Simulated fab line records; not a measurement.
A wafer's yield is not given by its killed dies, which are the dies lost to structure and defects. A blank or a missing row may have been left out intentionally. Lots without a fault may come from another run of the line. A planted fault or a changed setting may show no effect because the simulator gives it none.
Split-lot experiment | flow n5 finfet | 21 wafers read from 7 lots, route of 1938 steps

## ON THE SPLIT
At N5_BEOL_M0_SAQP_PECVD_96 (deposits a-Si from SiH4/He, target thk 45 nm, time 45.2 s), the setting time s was moved away from the recipe's 45.2 s on 9 of the 21 wafers read, by -9.4% to -4.2%. The other wafers ran this setting at the recipe's value.

## FROM THE SPLIT TO THE READING: what the file shows between them, 4 steps
- N5_BEOL_M0_SAQP_PECVD_97: deposits SiNx from SiH4/NH3/N2, target thk 23 nm, time 19.9 s
- N5_BEOL_M0_SAQP_PECVD_04: deposits a-Si from SiH4/He, target thk 60 nm, time 60.2 s
- N5_BEOL_M0_SAQP_ETCH_101: etches SiNx in CH3F/O2, target depth 29.9 nm, time 42.7 s
- N5_BEOL_M0_SAQP_ETCH_102: etches SiO2 in CF4, target depth 4 nm, time 4.4 s

## THE READING
etch.depth nm (the simulator's own value, which no gauge read), in nm, at N5_BEOL_M0_SAQP_MANDREL_ETCH_103 (etches a-Si in HBr/Cl2, stops on SiCN, target depth 45 nm, bt time 10 s, time 27 s). No usual value for it is given in the file. Average 45.14 nm, standard deviation 0.61 nm, over the 12 wafers here run with the recipe.

wafer  | tool, chamber at the split | time s as run, s | against the recipe | etch.depth nm, nm | against lot-mates on the recipe
L075.4 | pecvd-01, 1,2              | 45.2             | recipe             | 44.88             | -
L075.5 | pecvd-01, 1,2              | 45.2             | recipe             | 44.86             | -
L075.6 | pecvd-01, 0                | 45.2             | recipe             | 44.42             | -
L076.2 | pecvd-03, 0,2              | 45.2             | recipe             | 44.92             | -
L076.3 | pecvd-03, 0,2              | 45.2             | recipe             | 44.99             | -
L076.5 | pecvd-03, 0                | 40.97            | -9.4%              | 40.74             | -4.21
L077.2 | pecvd-03, 1                | 45.2             | recipe             | 46.28             | -
L077.3 | pecvd-03, 2                | 45.2             | recipe             | 44.67             | -
L077.6 | pecvd-03, 1                | 45.2             | recipe             | 46.3              | -
L080.2 | pecvd-03, 2                | 41.38            | -8.5%              | 41.32             | -4.09
L080.3 | pecvd-03, 1                | 45.2             | recipe             | 45.41             | -
L080.5 | pecvd-03, 1                | 41.38            | -8.5%              | 42.27             | -3.14
L087.1 | pecvd-01, 2                | 45.2             | recipe             | 44.3              | -
L087.3 | pecvd-01, 0                | 41.91            | -7.3%              | 41.94             | -2.36
L087.4 | pecvd-01, 1                | 41.91            | -7.3%              | 42.17             | -2.13
L092.4 | pecvd-04, 0                | 41.3             | -8.6%              | 41.86             | no lot-mate on the recipe
L092.5 | pecvd-04, 1                | 41.3             | -8.6%              | 42.01             | no lot-mate on the recipe
L092.6 | pecvd-04, 2                | 41.3             | -8.6%              | 42.19             | no lot-mate on the recipe
L097.1 | pecvd-03, 1                | 45.2             | recipe             | 45.39             | -
L097.4 | pecvd-03, 2                | 45.2             | recipe             | 45.25             | -
L097.6 | pecvd-03, 2                | 43.31            | -4.2%              | 43.17             | -2.15
The file does not say which wafer passed through which chamber wherever a row lists several chambers: such a row stands for several wafers.

FIT RESULTS
A straight line over all 21 wafers: etch.depth nm changes by +0.4 nm for each +1% of time s; r = +0.95; the points scatter about the line by 0.56 nm.
The same after taking each lot's own level away (the mean of its wafers on the recipe; 18 wafers): +0.402 nm for each +1%; r = +0.95; scatter 0.49 nm.
That fit puts the effect of the largest move of time s on the reading at 3.8 nm.
The span of the lots' own levels, 44.300 to 45.750 nm, comes to 2.4 times the standard deviation stated above.
The two slopes agree, so the slope changes little with the lot-to-lot level.
Check: for one of the wafers moved furthest among these (-9.4%), held out of the fit, the line's prediction against its lot-mates is -3.61 nm. Against them it came out at -4.21 nm.

## FURTHER SPLITS ON THESE WAFERS
Note: prior to the reading, these wafers also went through further splits. Each is held against what the fit with the lots' levels taken away leaves over:
other split on the same wafers   | wafers away from the commonest value | r with etch.depth nm (lot level and that fit taken away)
N5_SD_EPI_P_EPI_21 temp c        | 7                                    | +0.01
N5_HKMG_FIN_HK_ALD_01 ald cycles | 7                                    | -0.34
N5_GATE_CUT_ETCH_58 time s       | 9                                    | +0.05
N5_GATE_CUT_COAT_27 spin rpm     | 9                                    | +0.29
N5_GATE_CUT_ETCH_37 bias w       | 5                                    | +0.33
N5_BEOL_M0_SAQP_PECVD_03 time s  | 7                                    | -0.14

## THE WHOLE CHAIN: every reading that the file lists as answering this split, in the file's order
step                             | what it does                                                                       | reading                                                                               | change (the file's fit)               | r (the file's)
N5_BEOL_M0_SAQP_PECVD_96         | deposits a-Si from SiH4/He, target thk 45 nm, time 45.2 s                          | a-Si_of_BEOL_M0_SAQP_PECVD_96.thk nm (the simulator's own value, which no gauge read) | +0.409 nm for each +1% of the setting | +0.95
N5_BEOL_M0_SAQP_MANDREL_ETCH_103 | etches a-Si in HBr/Cl2, stops on SiCN, target depth 45 nm, bt time 10 s, time 27 s | etch.depth nm (the simulator's own value, which no gauge read)                        | +0.416 nm for each +1% of the setting | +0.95

## FILE'S OWN FIT
etch.depth nm changes by +0.416 nm for each +1% of time s, r = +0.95.
